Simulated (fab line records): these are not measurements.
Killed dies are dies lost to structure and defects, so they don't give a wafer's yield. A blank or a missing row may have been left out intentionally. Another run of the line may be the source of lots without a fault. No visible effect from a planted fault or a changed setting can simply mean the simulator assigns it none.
The tool behind it: which one? :: flow nand harc :: 14 lots with 42 wafers sampled at 5 steps, on a route of 1302 steps

WHAT THE GAUGES SHOWED, per wafer
NHARC_A_ONON_D1_THK_MEAS_02: measures by ellipsometry. Usual: thk nm reads 1002 nm (standard deviation 9.9).
lot: L834
measured: day 7 16:22
on: film metro-02
thk nm (nm): 1006 1007 1007
flag: 

lot: L835
measured: day 8 06:52
on: film metro-01
thk nm (nm): 1002 1002 1000
flag: 

lot: L836
measured: day 8 10:23
on: film metro-01
thk nm (nm): 989 989 990
flag: 

lot: L838
measured: day 9 02:35
on: film metro-02
thk nm (nm): 1006 1004 1005
flag: 

lot: L839
measured: day 9 17:34
on: film metro-02
thk nm (nm): 1014 1014 1013
flag: 

lot: L845
measured: day 12 06:26
on: film metro-02
thk nm (nm): 1002 1001 1002
flag: 

lot: L846
measured: day 12 14:23
on: film metro-01
thk nm (nm): 1004 1002 1002
flag: 

lot: L849
measured: day 13 19:23
on: film metro-01
thk nm (nm): 985 983 984
flag: 

lot: L850
measured: day 14 15:02
on: film metro-02
thk nm (nm): 984 982 984
flag: 

lot: L852
measured: day 15 14:35
on: film metro-01
thk nm (nm): 1012 1010 1011
flag: 

lot: L853
measured: day 15 20:28
on: film metro-02
thk nm (nm): 1005 1005 1006
flag: 

lot: L854
measured: day 16 01:10
on: film metro-01
thk nm (nm): 984 984 985
flag: 

lot: L856
measured: day 16 21:50
on: film metro-01
thk nm (nm): 997 998 998
flag: 

lot: L857
measured: day 17 07:13
on: film metro-02
thk nm (nm): 1018 1017 1019
flag: 

NHARC_A_ONON_D1_THK_MEAS_21: measures by ellipsometry. Usual: thk nm reads 997 nm (standard deviation 6.1).
lot: L834
measured: day 8 02:50
on: film metro-01
thk nm (nm): 993 993 992
flag: 

lot: L835
measured: day 8 17:55
on: film metro-01
thk nm (nm): 996 997 996
flag: 

lot: L836
measured: day 8 18:03
on: film metro-02
thk nm (nm): 1008 1008 1009
flag: 

lot: L838
measured: day 9 13:16
on: film metro-02
thk nm (nm): 1006 1007 1007
flag: 

lot: L839
measured: day 10 04:13
on: film metro-02
thk nm (nm): 1007 1008 1006
flag: 

lot: L845
measured: day 12 19:19
on: film metro-01
thk nm (nm): 984 984 983
flag: 

lot: L846
measured: day 13 01:37
on: film metro-02
thk nm (nm): 632 1006 1008
flag: OFF

lot: L849
measured: day 14 06:04
on: film metro-02
thk nm (nm): 994 620 994
flag: OFF

lot: L850
measured: day 15 04:59
on: film metro-01
thk nm (nm): 993 992 994
flag: 

lot: L852
measured: day 16 01:11
on: film metro-02
thk nm (nm): 999 997 997
flag: 

lot: L853
measured: day 16 07:04
on: film metro-01
thk nm (nm): 1005 1004 1003
flag: 

lot: L854
measured: day 16 11:50
on: film metro-02
thk nm (nm): 991 994 993
flag: 

lot: L856
measured: day 17 08:19
on: film metro-02
thk nm (nm): 996 999 997
flag: 

lot: L857
measured: day 17 17:52
on: film metro-01
thk nm (nm): 993 992 993
flag: 

NHARC_END_SORT_01. Usual: killed at array 55, standard deviation 20; killed at other 1.2, standard deviation 1.3; killed at periphery 4.0, standard deviation 3; killed dies 60, standard deviation 21; killed open 3.2, standard deviation 1.9; killed short 2.5, standard deviation 1.6.
lot: L845
measured: day 29 02:29
on: prober-02
killed at array: 72 79 66
killed at other: 3 2 4
killed at periphery: 1 5 5
killed dies: 76 86 75
killed open: 0 5 3
killed short: 0 1 2
flag: 

lot: L846
measured: day 29 12:43
on: prober-01
killed at array: 669 52 65
killed at other: 0 3 1
killed at periphery: 8 6 2
killed dies: 677 61 68
killed open: 4 4 2
killed short: 1 1 3
flag: OFF

lot: L849
measured: day 30 19:30
on: prober-02
killed at array: 48 667 55
killed at other: 1 3 4
killed at periphery: 4 7 4
killed dies: 53 677 63
killed open: 3 3 2
killed short: 6 2 2
flag: OFF

WHICH TOOL RAN EACH LOT (tool, then ch and the chambers of the sampled wafers, then the start)
lot: L834
NHARC_A_ONON_D1_DEP_19: pecvd onon-02 ch 0, day 8 02:30
NHARC_A_CHANNEL_HOLE_D1_DEP_01: pecvd-04 ch 0,1,2, day 8 07:32

lot: L835
NHARC_A_ONON_D1_DEP_19: pecvd onon-03 ch 0, day 8 17:23
NHARC_A_CHANNEL_HOLE_D1_DEP_01: pecvd-04 ch 0,2, day 9 03:01

lot: L836
NHARC_A_ONON_D1_DEP_19: pecvd onon-04 ch 0, day 8 17:36
NHARC_A_CHANNEL_HOLE_D1_DEP_01: pecvd-02 ch 1,2, day 9 04:58

lot: L838
NHARC_A_ONON_D1_DEP_19: pecvd onon-03 ch 0, day 9 12:49
NHARC_A_CHANNEL_HOLE_D1_DEP_01: pecvd-02 ch 0,1,2, day 9 17:31

lot: L839
NHARC_A_ONON_D1_DEP_19: pecvd onon-02 ch 0, day 10 03:46
NHARC_A_CHANNEL_HOLE_D1_DEP_01: pecvd-04 ch 0,1,2, day 10 08:40

lot: L845
NHARC_A_ONON_D1_DEP_19: pecvd onon-03 ch 0, day 12 18:52
NHARC_A_CHANNEL_HOLE_D1_DEP_01: pecvd-04 ch 0,1,2, day 13 00:33

lot: L846
NHARC_A_ONON_D1_DEP_19: pecvd onon-02 ch 0, day 13 01:07
NHARC_A_CHANNEL_HOLE_D1_DEP_01: pecvd-02 ch 0,1, day 13 05:58

lot: L849
NHARC_A_ONON_D1_DEP_19: pecvd onon-02 ch 0, day 14 05:35
NHARC_A_CHANNEL_HOLE_D1_DEP_01: pecvd-03 ch 1, day 14 12:31

lot: L850
NHARC_A_ONON_D1_DEP_19: pecvd onon-04 ch 0, day 15 04:28
NHARC_A_CHANNEL_HOLE_D1_DEP_01: pecvd-04 ch 0,2, day 15 09:11

lot: L852
NHARC_A_ONON_D1_DEP_19: pecvd onon-04 ch 0, day 16 00:51
NHARC_A_CHANNEL_HOLE_D1_DEP_01: pecvd-04 ch 0,1,2, day 16 05:31

lot: L853
NHARC_A_ONON_D1_DEP_19: pecvd onon-03 ch 0, day 16 06:36
NHARC_A_CHANNEL_HOLE_D1_DEP_01: pecvd-02 ch 0,2, day 16 11:42

lot: L854
NHARC_A_ONON_D1_DEP_19: pecvd onon-04 ch 0, day 16 11:19
NHARC_A_CHANNEL_HOLE_D1_DEP_01: pecvd-03 ch 0,1,2, day 16 19:07

lot: L856
NHARC_A_ONON_D1_DEP_19: pecvd onon-03 ch 0, day 17 07:48
NHARC_A_CHANNEL_HOLE_D1_DEP_01: pecvd-03 ch 0,1,2, day 17 14:05

lot: L857
NHARC_A_ONON_D1_DEP_19: pecvd onon-02 ch 0, day 17 17:25
NHARC_A_CHANNEL_HOLE_D1_DEP_01: pecvd-03 ch 0,1,2, day 18 00:53
- NHARC_A_ONON_D1_DEP_19: target thk 1000 nm.
- NHARC_A_CHANNEL_HOLE_D1_DEP_01: deposits SiON, target thk 140 nm.

AS READ BY THE TOOLS THEMSELVES (means over the sampled wafers that have a number; for cases with no such wafer, the mark the record gives instead)
NHARC_A_ONON_D1_DEP_19. Usual: sih4 flow sccm reads 210.0 sccm (standard deviation 0.64).
lot: L834
tool: pecvd onon-02
sih4 flow sccm (sccm): 210.0
flag: 

lot: L835
tool: pecvd onon-03
sih4 flow sccm (sccm): 209.7
flag: 

lot: L836
tool: pecvd onon-04
sih4 flow sccm (sccm): 209.3
flag: 

lot: L838
tool: pecvd onon-03
sih4 flow sccm (sccm): 209.4
flag: 

lot: L839
tool: pecvd onon-02
sih4 flow sccm (sccm): 209.6
flag: 

lot: L845
tool: pecvd onon-03
sih4 flow sccm (sccm): 209.7
flag: 

lot: L846
tool: pecvd onon-02
sih4 flow sccm (sccm): 210.9
flag: 

lot: L849
tool: pecvd onon-02
sih4 flow sccm (sccm): 210.3
flag: 

lot: L850
tool: pecvd onon-04
sih4 flow sccm (sccm): 210.1
flag: 

lot: L852
tool: pecvd onon-04
sih4 flow sccm (sccm): 210.9
flag: 

lot: L853
tool: pecvd onon-03
sih4 flow sccm (sccm): 210.0
flag: 

lot: L854
tool: pecvd onon-04
sih4 flow sccm (sccm): 209.3
flag: 

lot: L856
tool: pecvd onon-03
sih4 flow sccm (sccm): 210.4
flag: 

lot: L857
tool: pecvd onon-02
sih4 flow sccm (sccm): 210.2
flag: 

NHARC_A_CHANNEL_HOLE_D1_DEP_01. Usual: heater power w reads 681 W (standard deviation 76).
lot: L834
tool: pecvd-04
heater power w (W): 675
flag: 

lot: L835
tool: pecvd-04
heater power w (W): 645
flag: 

lot: L836
tool: pecvd-02
heater power w (W): 731
flag: 

lot: L838
tool: pecvd-02
heater power w (W): 720
flag: 

lot: L839
tool: pecvd-04
heater power w (W): 612
flag: 

lot: L845
tool: pecvd-04
heater power w (W): 635
flag: 

lot: L846
tool: pecvd-02
heater power w (W): 724
flag: 

lot: L849
tool: pecvd-03
heater power w (W): 702
flag: 

lot: L850
tool: pecvd-04
heater power w (W): 647
flag: 

lot: L852
tool: pecvd-04
heater power w (W): 624
flag: 

lot: L853
tool: pecvd-02
heater power w (W): 876
flag: 

lot: L854
tool: pecvd-03
heater power w (W): 657
flag: 

lot: L856
tool: pecvd-03
heater power w (W): 660
flag: 

lot: L857
tool: pecvd-03
heater power w (W): 701
flag: 

THE ANSWER, worked out from the rows above alone
Rule: lot off if the mean of its wafers having a number is beyond 3 standard deviations from the usual mean. A lot without any number at a reading at which 4 lots or more have one is off too. All remaining lots with rows at the step are treated as sound. The gauges are gone through in route order, then the tools' own readings, and for those a lot's mean is taken as printed above. At the first step where some lot is off, the reading lying furthest off is the one used; lots without a number count as furthest.
Off: L846, L849, at NHARC_A_ONON_D1_THK_MEAS_21 (thk nm).
A tool fits if, at a process step before that reading, it ran every lot that is off, and no sound lot after the first of them. The gauges at NHARC_A_ONON_D1_THK_MEAS_21 aren't tried: what is off there is off at NHARC_END_SORT_01 too, on other tools, and a gauge's error can't cause that. Of those tried, none fits.

WHAT THE SIMULATOR PUT IN
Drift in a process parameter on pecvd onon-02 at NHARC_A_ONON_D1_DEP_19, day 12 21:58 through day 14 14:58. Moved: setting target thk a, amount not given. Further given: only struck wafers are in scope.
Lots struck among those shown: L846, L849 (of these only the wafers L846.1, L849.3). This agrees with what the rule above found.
